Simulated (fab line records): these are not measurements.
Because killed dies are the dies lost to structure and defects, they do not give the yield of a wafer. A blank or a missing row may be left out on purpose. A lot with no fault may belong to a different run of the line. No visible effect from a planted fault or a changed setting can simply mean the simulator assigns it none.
fab line records    flow n5-finfet
record lots=24  wafers=72  last-day=17
route steps=1938 shown BEOL_M4@1091 BEOL_M5@1126
lots that met no fault: taken from a fault-free run of the same line
start-h: hours from the record's first day to the start of the lot's first wafer shown    wait-h: hours since the lot's step before    " the same as in the row above    L1.1+2: a row that stands for several wafers    - no value, or no start given    * or withheld: withheld    < > ~ a bound
route shown NAME@n: names a module that has steps shown in the file, with the first one's number in the route    usual: the fault-free wafers' mean and standard deviation    same: alike in all rows    chamber/n: place in a boat    sites: the reading at each site    _std_site: how widely they spread, as a standard deviation    _edge_site: the outer-site mean with the inner-site mean subtracted    radius-mm: for every site, how far away it sits from the centre of the wafer    mask NAME#n: copy n    behind: the last tool/chamber to shape the wafer    hold: reason for holding the lot/hours on hold/outcome of the hold    device: the transistor (n, p or np) that didn't switch    end of line: the tests these same wafers got at the end of their route    for a step that has no rows: nothing shown but its recipe    killed: the dies lost at the first sort to structure and to defects; this is not the yield of the wafer    map: dies across one wafer; x = killed, . = not, _ = none there
set.NAME: the setting as run; set.NAME@STEP: as run at that earlier step    model.NAME: the simulator's own value behind a step, which no gauge read
steps of the route over a sample of lots; a table a step, a row a wafer
services: from which hour (start-h, from the record's first day; less than 0 if before it) a tool's chamber was out of use, for how many hours, and why
## steps
# step N5_BEOL_M4_ANNEAL_87
# recipe temp-c=400  time-s=240  ambient=vacuum
# usual heater-power-w=815/77
lot.wafer  tool            chamber  start-h  wait-h  heater-power-w
L075.2     pvd-sputter-02  -        173.35   0.0     737
L075.5     "               -        "        "       726
L075.6     "               -        "        "       911
L077.3     pvd-sputter-02  -        175.28   0.0     754
L077.5     "               -        "        "       743
L077.6     "               -        "        "       905
L074.1     pvd-sputter-01  -        175.62   0.0     757
L074.2     "               -        "        "       842
L074.3     "               -        "        "       841
L076.3     pvd-sputter-02  -        178.27   0.0     897
L076.4     "               -        "        "       732
L076.5     "               -        "        "       738
L078.2     pvd-sputter-01  -        192.83   0.0     760
L078.3     "               -        "        "       858
L078.4     "               -        "        "       833
L079.1     pvd-sputter-03  -        197.20   0.0     803
L079.3     "               -        "        "       1044
L079.4     "               -        "        "       773
L080.2     pvd-sputter-01  -        198.46   0.0     809
L080.4     "               -        "        "       791
L080.6     "               -        "        "       841
L081.2     pvd-sputter-01  -        206.78   0.0     778
L081.5     "               -        "        "       835
L081.6     "               -        "        "       828
L082.1     pvd-sputter-01  -        217.50   0.0     832
L082.4     "               -        "        "       812
L082.5     "               -        "        "       768
L083.1     pvd-sputter-03  -        229.00   0.0     1038
L083.4     "               -        "        "       748
L083.6     "               -        "        "       770
L084.1     pvd-sputter-03  -        235.16   0.0     769
L084.3     "               -        "        "       772
L084.4     "               -        "        "       1054
L086.1     pvd-sputter-02  -        235.84   0.0     899
L086.2     "               -        "        "       810
L086.4     "               -        "        "       725
L085.3     pvd-sputter-01  -        241.49   0.0     840
L085.5     "               -        "        "       826
L085.6     "               -        "        "       829
L087.1     pvd-sputter-03  -        252.86   0.0     761
L087.3     "               -        "        "       769
L087.6     "               -        "        "       779
L088.1     pvd-sputter-03  -        259.76   0.0     775
L088.2     "               -        "        "       772
L088.4     "               -        "        "       1029
L090.3     pvd-sputter-02  -        263.79   0.0     810
L090.4     "               -        "        "       739
L090.6     "               -        "        "       797
L092.2     pvd-sputter-02  -        272.14   0.0     924
L092.3     "               -        "        "       822
L092.4     "               -        "        "       745
L089.1     pvd-sputter-01  -        279.52   0.0     814
L089.2     "               -        "        "       849
L089.4     "               -        "        "       832
L091.2     pvd-sputter-03  -        279.82   0.0     1016
L091.3     "               -        "        "       788
L091.5     "               -        "        "       788
L093.4     pvd-sputter-01  -        287.59   0.0     857
L093.5     "               -        "        "       780
L093.6     "               -        "        "       850
L095.3     pvd-sputter-02  -        295.62   0.0     808
L095.4     "               -        "        "       915
L095.5     "               -        "        "       749
L094.1     pvd-sputter-03  -        296.97   0.0     1036
L094.3     "               -        "        "       808
L094.5     "               -        "        "       776
L096.3     pvd-sputter-03  -        302.98   0.0     1041
L096.5     "               -        "        "       782
L096.6     "               -        "        "       767
L097.1     pvd-sputter-02  -        314.90   0.0     892
L097.3     "               -        "        "       818
L097.5     "               -        "        "       723
# step N5_BEOL_M4_SPUTTER_88
# recipe material=Cu  target-thk-a=45  temp-c=-20  chamber-pressure-pa=0.07  power-w=withheld  time-s=8.29
# usual throttle-valve-pct=29.8/1.1
lot.wafer  tool            chamber  start-h  wait-h  throttle-valve-pct
L075.2     pvd-sputter-02  -        173.49   0.1     28.7
L075.5     "               -        "        "       29.2
L075.6     "               -        "        "       29.3
L077.3     pvd-sputter-02  -        175.42   0.1     30.5
L077.5     "               -        "        "       30.4
L077.6     "               -        "        "       29.2
L074.1     pvd-sputter-01  -        175.76   0.1     28.9
L074.2     "               -        "        "       30.8
L074.3     "               -        "        "       28.9
L076.3     pvd-sputter-02  -        178.41   0.1     29.4
L076.4     "               -        "        "       29.1
L076.5     "               -        "        "       30.2
L078.2     pvd-sputter-01  -        192.97   0.1     29.4
L078.3     "               -        "        "       30.5
L078.4     "               -        "        "       28.9
L079.1     pvd-sputter-03  -        197.34   0.1     31.4
L079.3     "               -        "        "       29.4
L079.4     "               -        "        "       31.5
L080.2     pvd-sputter-01  -        198.60   0.1     30.8
L080.4     "               -        "        "       28.7
L080.6     "               -        "        "       31.0
L081.2     pvd-sputter-01  -        206.92   0.1     29.0
L081.5     "               -        "        "       30.8
L081.6     "               -        "        "       28.8
L082.1     pvd-sputter-01  -        217.64   0.1     30.8
L082.4     "               -        "        "       28.6
L082.5     "               -        "        "       29.2
L083.1     pvd-sputter-03  -        229.14   0.1     29.5
L083.4     "               -        "        "       31.3
L083.6     "               -        "        "       31.5
L084.1     pvd-sputter-03  -        235.30   0.1     31.4
L084.3     "               -        "        "       28.0
L084.4     "               -        "        "       29.5
L086.1     pvd-sputter-02  -        235.98   0.1     29.4
L086.2     "               -        "        "       30.7
L086.4     "               -        "        "       29.1
L085.3     pvd-sputter-01  -        241.63   0.1     28.8
L085.5     "               -        "        "       28.6
L085.6     "               -        "        "       30.7
L087.1     pvd-sputter-03  -        253.00   0.1     28.1
L087.3     "               -        "        "       31.6
L087.6     "               -        "        "       31.5
L088.1     pvd-sputter-03  -        259.90   0.1     31.6
L088.2     "               -        "        "       31.8
L088.4     "               -        "        "       29.5
L090.3     pvd-sputter-02  -        263.93   0.1     30.6
L090.4     "               -        "        "       29.1
L090.6     "               -        "        "       30.2
L092.2     pvd-sputter-02  -        272.28   0.1     29.4
L092.3     "               -        "        "       30.5
L092.4     "               -        "        "       30.4
L089.1     pvd-sputter-01  -        279.66   0.1     28.9
L089.2     "               -        "        "       28.9
L089.4     "               -        "        "       30.8
L091.2     pvd-sputter-03  -        279.96   0.1     29.8
L091.3     "               -        "        "       28.3
L091.5     "               -        "        "       28.4
L093.4     pvd-sputter-01  -        287.73   0.1     28.8
L093.5     "               -        "        "       29.4
L093.6     "               -        "        "       28.8
L095.3     pvd-sputter-02  -        295.76   0.1     30.5
L095.4     "               -        "        "       29.5
L095.5     "               -        "        "       30.2
L094.1     pvd-sputter-03  -        297.11   0.1     29.6
L094.3     "               -        "        "       31.5
L094.5     "               -        "        "       28.2
L096.3     pvd-sputter-03  -        303.12   0.1     29.5
L096.5     "               -        "        "       31.6
L096.6     "               -        "        "       31.6
L097.1     pvd-sputter-02  -        315.04   0.1     29.5
L097.3     "               -        "        "       30.5
L097.5     "               -        "        "       29.3
# step N5_BEOL_M4_ANNEAL_89
# recipe temp-c=400  time-s=240  ambient=vacuum
# usual heater-power-w=815/78
lot.wafer  tool            chamber  start-h  wait-h  heater-power-w
L075.2     pvd-sputter-02  -        173.57   0.0     726
L075.5     "               -        "        "       721
L075.6     "               -        "        "       905
L077.3     pvd-sputter-02  -        175.50   0.0     729
L077.5     "               -        "        "       741
L077.6     "               -        "        "       907
L074.1     pvd-sputter-01  -        175.84   0.0     769
L074.2     "               -        "        "       856
L074.3     "               -        "        "       837
L076.3     pvd-sputter-02  -        178.49   0.0     900
L076.4     "               -        "        "       738
L076.5     "               -        "        "       747
L078.2     pvd-sputter-01  -        193.05   0.0     752
L078.3     "               -        "        "       836
L078.4     "               -        "        "       839
L079.1     pvd-sputter-03  -        197.42   0.0     795
L079.3     "               -        "        "       1082
L079.4     "               -        "        "       763
L080.2     pvd-sputter-01  -        198.68   0.0     845
L080.4     "               -        "        "       814
L080.6     "               -        "        "       844
L081.2     pvd-sputter-01  -        207.00   0.0     773
L081.5     "               -        "        "       849
L081.6     "               -        "        "       812
L082.1     pvd-sputter-01  -        217.72   0.0     823
L082.4     "               -        "        "       835
L082.5     "               -        "        "       767
L083.1     pvd-sputter-03  -        229.22   0.0     1026
L083.4     "               -        "        "       768
L083.6     "               -        "        "       788
L084.1     pvd-sputter-03  -        235.38   0.0     780
L084.3     "               -        "        "       764
L084.4     "               -        "        "       1050
L086.1     pvd-sputter-02  -        236.06   0.0     891
L086.2     "               -        "        "       790
L086.4     "               -        "        "       719
L085.3     pvd-sputter-01  -        241.71   0.0     850
L085.5     "               -        "        "       832
L085.6     "               -        "        "       830
L087.1     pvd-sputter-03  -        253.08   0.0     765
L087.3     "               -        "        "       789
L087.6     "               -        "        "       770
L088.1     pvd-sputter-03  -        259.98   0.0     787
L088.2     "               -        "        "       769
L088.4     "               -        "        "       1050
L090.3     pvd-sputter-02  -        264.01   0.0     797
L090.4     "               -        "        "       720
L090.6     "               -        "        "       828
L092.2     pvd-sputter-02  -        272.36   0.0     914
L092.3     "               -        "        "       793
L092.4     "               -        "        "       743
L089.1     pvd-sputter-01  -        279.74   0.0     816
L089.2     "               -        "        "       831
L089.4     "               -        "        "       845
L091.2     pvd-sputter-03  -        280.04   0.0     996
L091.3     "               -        "        "       757
L091.5     "               -        "        "       766
L093.4     pvd-sputter-01  -        287.81   0.0     851
L093.5     "               -        "        "       755
L093.6     "               -        "        "       856
L095.3     pvd-sputter-02  -        295.84   0.0     810
L095.4     "               -        "        "       913
L095.5     "               -        "        "       751
L094.1     pvd-sputter-03  -        297.19   0.0     992
L094.3     "               -        "        "       767
L094.5     "               -        "        "       764
L096.3     pvd-sputter-03  -        303.20   0.0     1030
L096.5     "               -        "        "       789
L096.6     "               -        "        "       784
L097.1     pvd-sputter-02  -        315.12   0.0     917
L097.3     "               -        "        "       784
L097.5     "               -        "        "       719
# step N5_BEOL_M5_CD_MEAS_11
# recipe target-cd-nm=27.74  landing-energy-ev=500  detector=se-inlens
# usual cd-nm=28.13/0.23
lot.wafer  tool       chamber  start-h  wait-h  cd-nm
L075.2     cd-sem-03  0        177.90   -       28.14
L075.5     "          0        "        "       28.22
L075.6     "          0        "        "       27.95
L077.3     cd-sem-03  0        180.14   -       27.81
L077.5     "          0        "        "       27.87
L077.6     "          0        "        "       27.69
L074.1     cd-sem-01  0        180.52   -       27.95
L074.2     "          0        "        "       28.31
L074.3     "          0        "        "       28.24
L076.3     cd-sem-02  0        183.77   -       28.63
L076.4     "          0        "        "       28.16
L076.5     "          0        "        "       28.17
L078.2     cd-sem-03  0        202.76   -       27.90
L078.3     "          0        "        "       27.98
L078.4     "          0        "        "       28.15
L080.2     cd-sem-02  0        202.80   -       28.30
L080.4     "          0        "        "       28.02
L080.6     "          0        "        "       28.55
L079.1     cd-sem-01  0        202.84   -       28.09
L079.3     "          0        "        "       28.07
L079.4     "          0        "        "       27.84
L081.2     cd-sem-02  0        212.75   -       27.76
L081.5     "          0        "        "       28.53
L081.6     "          0        "        "       28.22
L082.1     cd-sem-03  0        221.87   -       28.48
L082.4     "          0        "        "       28.23
L082.5     "          0        "        "       28.24
L083.1     cd-sem-03  0        233.34   -       28.05
L083.4     "          0        "        "       27.88
L083.6     "          0        "        "       27.96
L084.1     cd-sem-01  0        239.85   -       28.27
L084.3     "          0        "        "       27.80
L084.4     "          0        "        "       28.21
L086.1     cd-sem-01  0        240.55   -       28.18
L086.2     "          0        "        "       28.03
L086.4     "          0        "        "       28.08
L085.3     cd-sem-02  0        248.41   -       28.61
L085.5     "          0        "        "       28.61
L085.6     "          0        "        "       27.92
L087.1     cd-sem-01  0        257.88   -       28.19
L087.3     "          0        "        "       27.98
L087.6     "          0        "        "       28.05
L088.1     cd-sem-03  0        265.40   -       28.21
L088.2     "          0        "        "       28.28
L088.4     "          0        "        "       27.77
L090.3     cd-sem-03  0        269.21   -       28.15
L090.4     "          0        "        "       28.12
L090.6     "          0        "        "       28.32
L092.2     cd-sem-01  0        276.84   -       28.14
L092.3     "          0        "        "       27.77
L092.4     "          0        "        "       28.34
L089.1     cd-sem-03  0        284.07   -       28.31
L089.2     "          0        "        "       27.96
L089.4     "          0        "        "       28.04
L091.2     cd-sem-02  0        284.31   -       28.09
L091.3     "          0        "        "       28.30
L091.5     "          0        "        "       27.77
L093.4     cd-sem-02  0        292.39   -       27.59
L093.5     "          0        "        "       28.31
L093.6     "          0        "        "       27.93
L095.3     cd-sem-03  0        300.39   -       28.24
L095.4     "          0        "        "       27.92
L095.5     "          0        "        "       28.07
L094.1     cd-sem-01  0        301.78   -       28.64
L094.3     "          0        "        "       28.16
L094.5     "          0        "        "       28.48
L096.3     cd-sem-02  0        308.26   -       28.09
L096.5     "          0        "        "       28.28
L096.6     "          0        "        "       27.98
L097.1     cd-sem-02  0        320.53   -       28.04
L097.3     "          0        "        "       28.46
L097.5     "          0        "        "       28.57
# step N5_BEOL_M5_SPUTTER_48
# recipe material=Cu  target-thk-a=150  temp-c=-20  chamber-pressure-pa=0.07  power-w=withheld  time-s=27.62
# usual throttle-valve-pct=29.8/1.2
lot.wafer  tool            chamber  start-h  wait-h  throttle-valve-pct
L075.2     pvd-sputter-02  -        180.58   0.1     29.3
L075.5     "               -        "        "       29.3
L075.6     "               -        "        "       30.6
L077.3     pvd-sputter-01  -        184.42   0.2     28.7
L077.5     "               -        "        "       30.7
L077.6     "               -        "        "       28.7
L074.1     pvd-sputter-03  -        184.60   0.2     28.0
L074.2     "               -        "        "       29.6
L074.3     "               -        "        "       31.2
L076.3     pvd-sputter-02  -        186.89   0.3     29.3
L076.4     "               -        "        "       29.1
L076.5     "               -        "        "       29.6
L080.2     pvd-sputter-02  -        206.79   0.1     30.4
L080.4     "               -        "        "       30.4
L080.6     "               -        "        "       29.2
L078.2     pvd-sputter-03  -        208.47   0.1     31.6
L078.3     "               -        "        "       29.6
L078.4     "               -        "        "       28.1
L079.1     pvd-sputter-01  -        208.70   0.2     29.1
L079.3     "               -        "        "       30.5
L079.4     "               -        "        "       28.7
L081.2     pvd-sputter-02  -        219.50   0.1     29.3
L081.5     "               -        "        "       29.5
L081.6     "               -        "        "       30.5
L082.1     pvd-sputter-01  -        226.78   0.1     29.3
L082.4     "               -        "        "       28.6
L082.5     "               -        "        "       29.1
L083.1     pvd-sputter-03  -        236.88   0.1     31.7
L083.4     "               -        "        "       28.2
L083.6     "               -        "        "       28.1
L084.1     pvd-sputter-02  -        243.24   0.2     29.3
L084.3     "               -        "        "       29.4
L084.4     "               -        "        "       30.2
L086.1     pvd-sputter-01  -        243.62   0.1     29.1
L086.2     "               -        "        "       28.8
L086.4     "               -        "        "       28.9
L085.3     pvd-sputter-01  -        252.74   0.6     29.1
L085.5     "               -        "        "       31.0
L085.6     "               -        "        "       28.5
L087.1     pvd-sputter-03  -        261.04   0.1     28.0
L087.3     "               -        "        "       31.6
L087.6     "               -        "        "       28.0
L088.1     pvd-sputter-03  -        271.02   0.1     31.6
L088.2     "               -        "        "       28.1
L088.4     "               -        "        "       29.4
L090.3     pvd-sputter-01  -        273.57   0.1     28.8
L090.4     "               -        "        "       30.9
L090.6     "               -        "        "       28.5
L092.2     pvd-sputter-02  -        280.66   0.1     29.0
L092.3     "               -        "        "       30.6
L092.4     "               -        "        "       29.3
L089.1     pvd-sputter-02  -        287.24   0.1     29.3
L089.2     "               -        "        "       30.3
L089.4     "               -        "        "       30.3
L091.2     pvd-sputter-03  -        288.93   1.6     29.3
L091.3     "               -        "        "       28.1
L091.5     "               -        "        "       28.4
L093.4     pvd-sputter-01  -        295.43   0.0     30.7
L093.5     "               -        "        "       28.7
L093.6     "               -        "        "       28.8
L095.3     pvd-sputter-01  -        304.65   0.4     29.1
L095.4     "               -        "        "       28.5
L095.5     "               -        "        "       28.5
L094.1     pvd-sputter-03  -        306.52   0.2     31.6
L094.3     "               -        "        "       31.7
L094.5     "               -        "        "       31.3
L096.3     pvd-sputter-03  -        311.69   0.2     29.7
L096.5     "               -        "        "       28.2
L096.6     "               -        "        "       31.8
L097.1     pvd-sputter-03  -        325.88   0.1     31.5
L097.3     "               -        "        "       28.2
L097.5     "               -        "        "       31.6
# step N5_BEOL_M5_ANNEAL_82
# recipe temp-c=400  time-s=1800  ambient=vacuum
# usual heater-power-w=816/81
lot.wafer  tool            chamber  start-h  wait-h  heater-power-w
L075.2     pvd-sputter-02  -        181.75   0.0     743
L075.5     "               -        "        "       721
L075.6     "               -        "        "       795
L077.3     pvd-sputter-01  -        185.59   0.0     810
L077.5     "               -        "        "       841
L077.6     "               -        "        "       837
L074.1     pvd-sputter-03  -        185.76   0.0     759
L074.2     "               -        "        "       1047
L074.3     "               -        "        "       777
L076.3     pvd-sputter-02  -        188.06   0.0     916
L076.4     "               -        "        "       731
L076.5     "               -        "        "       919
L080.2     pvd-sputter-02  -        207.96   0.0     743
L080.4     "               -        "        "       788
L080.6     "               -        "        "       713
L078.2     pvd-sputter-03  -        209.74   0.0     781
L078.3     "               -        "        "       1015
L078.4     "               -        "        "       784
L079.1     pvd-sputter-01  -        212.91   0.0     778
L079.3     "               -        "        "       814
L079.4     "               -        "        "       820
L081.2     pvd-sputter-02  -        220.66   0.0     735
L081.5     "               -        "        "       915
L081.6     "               -        "        "       719
L082.1     pvd-sputter-01  -        227.95   0.0     759
L082.4     "               -        "        "       837
L082.5     "               -        "        "       761
L083.1     pvd-sputter-03  -        238.05   0.0     763
L083.4     "               -        "        "       763
L083.6     "               -        "        "       758
L084.1     pvd-sputter-02  -        244.41   0.0     729
L084.3     "               -        "        "       910
L084.4     "               -        "        "       739
L086.1     pvd-sputter-01  -        244.78   0.0     768
L086.2     "               -        "        "       802
L086.4     "               -        "        "       845
L085.3     pvd-sputter-01  -        253.91   0.0     767
L085.5     "               -        "        "       831
L085.6     "               -        "        "       823
L087.1     pvd-sputter-03  -        262.21   0.0     781
L087.3     "               -        "        "       756
L087.6     "               -        "        "       764
L088.1     pvd-sputter-03  -        272.18   0.0     785
L088.2     "               -        "        "       765
L088.4     "               -        "        "       1059
L090.3     pvd-sputter-01  -        274.74   0.0     853
L090.4     "               -        "        "       845
L090.6     "               -        "        "       854
L092.2     pvd-sputter-02  -        281.83   0.0     727
L092.3     "               -        "        "       830
L092.4     "               -        "        "       919
L089.1     pvd-sputter-02  -        288.40   0.0     723
L089.2     "               -        "        "       730
L089.4     "               -        "        "       821
L091.2     pvd-sputter-03  -        290.09   0.0     1068
L091.3     "               -        "        "       775
L091.5     "               -        "        "       769
L093.4     pvd-sputter-01  -        296.60   0.0     847
L093.5     "               -        "        "       752
L093.6     "               -        "        "       817
L095.3     pvd-sputter-01  -        305.81   0.0     772
L095.4     "               -        "        "       829
L095.5     "               -        "        "       813
L094.1     pvd-sputter-03  -        307.69   0.0     787
L094.3     "               -        "        "       781
L094.5     "               -        "        "       763
L096.3     pvd-sputter-03  -        312.86   0.0     1056
L096.5     "               -        "        "       763
L096.6     "               -        "        "       766
L097.1     pvd-sputter-03  -        327.04   0.0     821
L097.3     "               -        "        "       757
L097.5     "               -        "        "       789
## services
tool            chamber  start-h  hours  kind
pvd-sputter-02  -        200.34   4.0    repair
pvd-sputter-02  -        322.06   8.6    repair
## key
fault none
